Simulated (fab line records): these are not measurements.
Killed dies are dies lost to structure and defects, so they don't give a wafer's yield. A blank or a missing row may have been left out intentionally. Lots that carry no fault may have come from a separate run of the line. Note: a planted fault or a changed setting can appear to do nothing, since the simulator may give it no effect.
Matching of chambers + flow nand harc + 4 sister chambers for NHARC_A_CONTACT_ETCH_76 on rie diel-12
The step etches the open film in N2/H2, target depth 260 nm, time 475.3 s. 14 wafers are shown with their chamber, then 7 later ones without.

== WAFERS, EACH WITH ITS CHAMBER ==
| wafer  | chamber | drypump motor current A (A) | showerhead plenum p Torr (Torr) | h2 flow sccm (sccm) |
|--------|---------|-----------------------------|---------------------------------|---------------------|
| L447.2 | 1       | 6.8                         | 1.94                            | 149.7               |
| L447.5 | 3       | 5.8                         | 1.94                            | 150.0               |
| L447.6 | 2       | 5.5                         | 2.06                            | 150.3               |
| L449.1 | 0       | 6.6                         | 2.01                            | 149.6               |
| L449.3 | 3       | 5.8                         | 1.94                            | 150.3               |
| L449.5 | 2       | 5.5                         | 2.06                            | 150.5               |
| L452.3 | 2       | 5.5                         | 2.05                            | 150.1               |
| L452.5 | 3       | 5.8                         | 1.94                            | 150.0               |
| L452.6 | 0       | 6.7                         | 2.01                            | 149.9               |
| L451.2 | 1       | 6.8                         | 1.93                            | 149.5               |
| L451.3 | 3       | 5.8                         | 1.94                            | 150.1               |
| L451.4 | 0       | 6.6                         | 2.01                            | 150.1               |
| L463.2 | 0       | 6.6                         | 2.00                            | 150.2               |
| L463.3 | 3       | 5.8                         | 1.93                            | 150.5               |

SIGNATURES (averages over the wafers above)
| reading                  | chamber 0 | chamber 1 | chamber 2 | chamber 3 | scatter within a chamber |
|--------------------------|-----------|-----------|-----------|-----------|--------------------------|
| drypump motor current A  | 6.625     | 6.800     | 5.500     | 5.800     | 0.0274                   |
| showerhead plenum p Torr | 2.0075    | 1.9350    | 2.0567    | 1.9380    | 0.00521                  |
| h2 flow sccm             | 149.950   | 149.600   | 150.300   | 150.180   | 0.223                    |
Rule: for a wafer and a chamber, the distance is found by dividing, reading by reading, the gap between the wafer's reading and the chamber's mean by the reading's scatter, squaring, summing and taking the root. The wafer belongs to the nearest chamber; if the next one is less than 2 further off, it can't be placed. The scatter is the square root of a quotient: the sum, over the shown wafers, of each reading's squared deviation from its chamber's mean, divided by wafers minus chambers.

== WAFERS WHOSE CHAMBER IS MISSING ==
| wafer  | drypump motor current A (A) | showerhead plenum p Torr (Torr) | h2 flow sccm (sccm) |
|--------|-----------------------------|---------------------------------|---------------------|
| L463.6 | 5.6                         | 2.04                            | 149.9               |
| L465.4 | 5.8                         | 1.93                            | 150.0               |
| L465.5 | 6.7                         | 2.00                            | 150.3               |
| L465.6 | 6.7                         | 1.93                            | 150.1               |
| L468.1 | 5.5                         | 2.04                            | 149.6               |
| L468.4 | 6.7                         | 2.00                            | 150.0               |
| L468.6 | 5.8                         | 1.93                            | 149.5               |

== WHICH CHAMBER EACH WENT THROUGH ==
| wafer  | from the rows above | in truth |
|--------|---------------------|----------|
| L463.6 | 2                   | 2        |
| L465.4 | 3                   | 3        |
| L465.5 | 0                   | 0        |
| L465.6 | 1                   | 1        |
| L468.1 | 2                   | 2        |
| L468.4 | 0                   | 0        |
| L468.6 | 3                   | 3        |
7 of 7 placed correctly. Left unplaced by these rows: 0. 0 placed wrongly.
